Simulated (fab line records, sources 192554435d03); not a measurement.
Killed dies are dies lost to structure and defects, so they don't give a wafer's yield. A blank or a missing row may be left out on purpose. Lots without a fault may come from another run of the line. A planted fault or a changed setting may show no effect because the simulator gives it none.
Which tool did it? | flow n5_finfet | 24 lots, 72 wafers sampled, at 5 steps of a route of 1938

WHAT THE GAUGES READ, wafer by wafer
N5_BEOL_M1_RS_MEAS_58: measures by four-point-probe. Usual: M1_RS 0.675 ohm/sq, standard deviation 0.028.
lot  | measured     | on            | M1_RS (ohm/sq)    | flag
L074 | day 6 10:54  | film_metro-02 | 0.718 0.701 0.665 |
L075 | day 6 16:15  | film_metro-01 | 0.672 0.663 0.658 |
L076 | day 6 22:25  | film_metro-02 | 0.650 0.660 0.623 |
L077 | day 7 01:21  | film_metro-02 | 0.690 0.689 0.663 |
L078 | day 7 07:13  | film_metro-01 | 0.669 0.681 0.654 |
L079 | day 7 14:13  | film_metro-01 | 0.674 0.664 0.668 |
L080 | day 7 22:58  | film_metro-02 | 0.664 0.648 0.652 |
L082 | day 8 06:01  | film_metro-01 | 0.680 0.689 0.661 |
L081 | day 8 09:10  | film_metro-01 | 0.722 0.741 0.678 |
L083 | day 8 20:57  | film_metro-01 | 0.677 0.666 0.697 |
L084 | day 8 23:46  | film_metro-01 | 0.668 0.658 0.656 |
L086 | day 9 22:46  | film_metro-01 | 0.709 0.677 0.657 |
L085 | day 9 21:06  | film_metro-02 | 0.665 0.627 0.655 |
L087 | day 10 01:54 | film_metro-01 | 0.661 0.651 0.690 |
L088 | day 10 03:30 | film_metro-02 | 0.701 0.734 0.664 |
L089 | day 10 11:41 | film_metro-02 | 0.727 0.673 0.687 |
L091 | day 10 13:16 | film_metro-02 | 0.683 0.708 0.668 |
L090 | day 10 15:18 | film_metro-01 | 0.673 0.651 0.646 |
L092 | day 11 00:38 | film_metro-01 | 0.679 0.668 0.650 |
L093 | day 11 09:06 | film_metro-02 | 0.734 0.677 0.672 |
L094 | day 11 13:49 | film_metro-01 | 0.717 0.713 0.661 |
L095 | day 11 17:44 | film_metro-01 | 0.670 0.648 0.642 |
L097 | day 12 10:53 | film_metro-02 | 0.760 0.698 0.708 |
L096 | day 12 13:22 | film_metro-02 | 0.667 0.710 0.692 |

N5_BEOL_M2_THK_MEAS_01. Usual: M2_ILD_THK 78.8 nm, standard deviation 1.1.
lot  | measured     | on            | M2_ILD_THK (nm) | flag
L074 | day 6 11:02  | film_metro-02 | 77.6 78.2 79.0  |
L075 | day 6 16:23  | film_metro-02 | 79.6 81.3 80.9  |
L076 | day 6 22:32  | film_metro-01 | 77.1 79.1 79.8  |
L077 | day 7 01:29  | film_metro-02 | 78.1 79.1 79.6  |
L078 | day 7 07:20  | film_metro-01 | 78.1 78.2 80.0  |
L079 | day 7 14:21  | film_metro-02 | 76.4 79.1 79.3  |
L080 | day 7 23:05  | film_metro-02 | 78.0 77.2 78.2  |
L082 | day 8 06:09  | film_metro-02 | 79.4 79.2 80.9  |
L081 | day 8 09:17  | film_metro-02 | 78.7 78.1 80.4  |
L083 | day 8 21:05  | film_metro-02 | 79.3 78.9 81.1  |
L084 | day 8 23:54  | film_metro-02 | 78.4 78.5 80.0  |
L086 | day 9 22:53  | film_metro-02 | 77.9 77.5 78.7  |
L085 | day 9 21:14  | film_metro-02 | 76.5 78.7 79.3  |
L087 | day 10 02:02 | film_metro-01 | 79.5 79.3 79.1  |
L088 | day 10 03:38 | film_metro-01 | 77.4 78.2 79.8  |
L089 | day 10 11:49 | film_metro-02 | 77.3 80.0 80.3  |
L091 | day 10 13:23 | film_metro-01 | 79.1 78.0 80.5  |
L090 | day 10 15:27 | film_metro-01 | 77.4 78.3 79.1  |
L092 | day 11 00:46 | film_metro-01 | 77.8 77.5 78.6  |
L093 | day 11 09:14 | film_metro-01 | 78.7 76.9 79.0  |
L094 | day 11 13:58 | film_metro-01 | 78.4 80.4 78.9  |
L095 | day 11 17:52 | film_metro-02 | 78.6 77.7 80.4  |
L097 | day 12 11:01 | film_metro-01 | 78.1 78.3 80.2  |
L096 | day 12 13:31 | film_metro-02 | 78.1 80.7 79.5  |

WHICH TOOL RAN EACH LOT (tool, then ch and the chambers of the sampled wafers, then the start)
lot  | N5_BEOL_M1_DEGAS_44          | N5_BEOL_M1_ANNEAL_49         | N5_BEOL_M1_ANNEAL_95
L074 | pvd_sputter-03, day 6 07:19  | pvd_sputter-01, day 6 08:07  | pvd_sputter-01, day 6 09:40
L075 | pvd_sputter-03, day 6 12:20  | pvd_sputter-03, day 6 13:19  | pvd_sputter-03, day 6 14:51
L076 | pvd_sputter-03, day 6 18:46  | pvd_sputter-01, day 6 19:39  | pvd_sputter-01, day 6 21:11
L077 | pvd_sputter-02, day 6 21:50  | pvd_sputter-01, day 6 22:30  | pvd_sputter-01, day 7 00:02
L078 | pvd_sputter-01, day 7 03:34  | pvd_sputter-01, day 7 04:29  | pvd_sputter-01, day 7 06:01
L079 | pvd_sputter-03, day 7 08:52  | pvd_sputter-03, day 7 11:30  | pvd_sputter-03, day 7 13:02
L080 | pvd_sputter-01, day 7 18:53  | pvd_sputter-02, day 7 20:01  | pvd_sputter-02, day 7 21:34
L082 | pvd_sputter-01, day 8 02:03  | pvd_sputter-03, day 8 03:04  | pvd_sputter-03, day 8 04:37
L081 | pvd_sputter-03, day 8 05:16  | pvd_sputter-03, day 8 06:13  | pvd_sputter-03, day 8 07:45
L083 | pvd_sputter-03, day 8 15:40  | pvd_sputter-01, day 8 18:00  | pvd_sputter-01, day 8 19:32
L084 | pvd_sputter-02, day 8 20:04  | pvd_sputter-02, day 8 21:02  | pvd_sputter-02, day 8 22:34
L086 | pvd_sputter-01, day 9 17:16  | pvd_sputter-01, day 9 19:55  | pvd_sputter-01, day 9 21:28
L085 | pvd_sputter-03, day 9 17:25  | pvd_sputter-03, day 9 18:22  | pvd_sputter-03, day 9 19:55
L087 | pvd_sputter-03, day 9 22:17  | pvd_sputter-03, day 9 23:10  | pvd_sputter-03, day 10 00:43
L088 | pvd_sputter-01, day 10 00:01 | pvd_sputter-01, day 10 00:44 | pvd_sputter-01, day 10 02:17
L089 | pvd_sputter-01, day 10 07:59 | pvd_sputter-02, day 10 08:57 | pvd_sputter-02, day 10 10:29
L091 | pvd_sputter-01, day 10 08:04 | pvd_sputter-03, day 10 10:26 | pvd_sputter-03, day 10 11:59
L090 | pvd_sputter-02, day 10 11:13 | pvd_sputter-02, day 10 12:12 | pvd_sputter-02, day 10 13:44
L092 | pvd_sputter-02, day 10 21:13 | pvd_sputter-02, day 10 21:54 | pvd_sputter-02, day 10 23:26
L093 | pvd_sputter-03, day 11 05:20 | pvd_sputter-02, day 11 06:23 | pvd_sputter-02, day 11 07:55
L094 | pvd_sputter-02, day 11 08:49 | pvd_sputter-02, day 11 09:49 | pvd_sputter-02, day 11 11:22
L095 | pvd_sputter-02, day 11 13:53 | pvd_sputter-02, day 11 14:41 | pvd_sputter-02, day 11 16:13
L097 | pvd_sputter-02, day 12 04:25 | pvd_sputter-02, day 12 07:43 | pvd_sputter-02, day 12 09:15
L096 | pvd_sputter-03, day 12 09:49 | pvd_sputter-01, day 12 10:38 | pvd_sputter-01, day 12 12:10
- N5_BEOL_M1_DEGAS_44: time 60 s.
- N5_BEOL_M1_ANNEAL_49: time 240 s.
- N5_BEOL_M1_ANNEAL_95: time 240 s.

WHAT THE TOOLS THEMSELVES READ (means of the sampled wafers that have a number; where no wafer has one, the mark that the record gives instead)
N5_BEOL_M1_DEGAS_44. Usual: heater_power_w 339 W, standard deviation 38.
lot  | tool           | heater_power_w (W) | flag
L074 | pvd_sputter-03 | 332                |
L075 | pvd_sputter-03 | 328                |
L076 | pvd_sputter-03 | 382                |
L077 | pvd_sputter-02 | 335                |
L078 | pvd_sputter-01 | 320                |
L079 | pvd_sputter-03 | 339                |
L080 | pvd_sputter-01 | 319                |
L082 | pvd_sputter-01 | 316                |
L081 | pvd_sputter-03 | 382                |
L083 | pvd_sputter-03 | 344                |
L084 | pvd_sputter-02 | 339                |
L086 | pvd_sputter-01 | 352                |
L085 | pvd_sputter-03 | 378                |
L087 | pvd_sputter-03 | 353                |
L088 | pvd_sputter-01 | 324                |
L089 | pvd_sputter-01 | 298                |
L091 | pvd_sputter-01 | 325                |
L090 | pvd_sputter-02 | 335                |
L092 | pvd_sputter-02 | 323                |
L093 | pvd_sputter-03 | 341                |
L094 | pvd_sputter-02 | 327                |
L095 | pvd_sputter-02 | 346                |
L097 | pvd_sputter-02 | 321                |
L096 | pvd_sputter-03 | 378                |

N5_BEOL_M1_ANNEAL_49. Usual: heater_power_w 845 W, standard deviation 88.
lot  | tool           | heater_power_w (W) | flag
L074 | pvd_sputter-01 | 803                |
L075 | pvd_sputter-03 | 939                |
L076 | pvd_sputter-01 | 808                |
L077 | pvd_sputter-01 | 751                |
L078 | pvd_sputter-01 | 742                |
L079 | pvd_sputter-03 | 779                |
L080 | pvd_sputter-02 | 832                |
L082 | pvd_sputter-03 | 856                |
L081 | pvd_sputter-03 | 972                |
L083 | pvd_sputter-01 | 804                |
L084 | pvd_sputter-02 | 830                |
L086 | pvd_sputter-01 | 822                |
L085 | pvd_sputter-03 | 910                |
L087 | pvd_sputter-03 | 850                |
L088 | pvd_sputter-01 | 863                |
L089 | pvd_sputter-02 | 834                |
L091 | pvd_sputter-03 | 961                |
L090 | pvd_sputter-02 | 836                |
L092 | pvd_sputter-02 | 849                |
L093 | pvd_sputter-02 | 833                |
L094 | pvd_sputter-02 | 850                |
L095 | pvd_sputter-02 | 854                |
L097 | pvd_sputter-02 | 839                |
L096 | pvd_sputter-01 | 830                |

N5_BEOL_M1_ANNEAL_95. Usual: heater_power_w 842 W, standard deviation 89.
lot  | tool           | heater_power_w (W) | flag
L074 | pvd_sputter-01 | 797                |
L075 | pvd_sputter-03 | 953                |
L076 | pvd_sputter-01 | 799                |
L077 | pvd_sputter-01 | 759                |
L078 | pvd_sputter-01 | 754                |
L079 | pvd_sputter-03 | 771                |
L080 | pvd_sputter-02 | 825                |
L082 | pvd_sputter-03 | 870                |
L081 | pvd_sputter-03 | 983                |
L083 | pvd_sputter-01 | 806                |
L084 | pvd_sputter-02 | 836                |
L086 | pvd_sputter-01 | 818                |
L085 | pvd_sputter-03 | 911                |
L087 | pvd_sputter-03 | 849                |
L088 | pvd_sputter-01 | 870                |
L089 | pvd_sputter-02 | 830                |
L091 | pvd_sputter-03 | 941                |
L090 | pvd_sputter-02 | 830                |
L092 | pvd_sputter-02 | 839                |
L093 | pvd_sputter-02 | 826                |
L094 | pvd_sputter-02 | 838                |
L095 | pvd_sputter-02 | 837                |
L097 | pvd_sputter-02 | 832                |
L096 | pvd_sputter-01 | 815                |

THE ANSWER, worked out from the rows above alone
Rule: a lot is off if the mean of its wafers that have a number lies more than 3 standard deviations from the usual mean. A lot without any number at a reading at which 4 lots or more have one is off too. The other lots that the step has rows for count as sound. The gauges are gone through in route order, then the tools' own readings, and for those a lot's mean is taken as printed above. The first step at which some lot is off is used, and at that step the reading that is off furthest; a lot without a number counts as furthest.
No lot is off at any reading shown: from this, nothing can be told.

WHAT THE SIMULATOR HAD PUT IN
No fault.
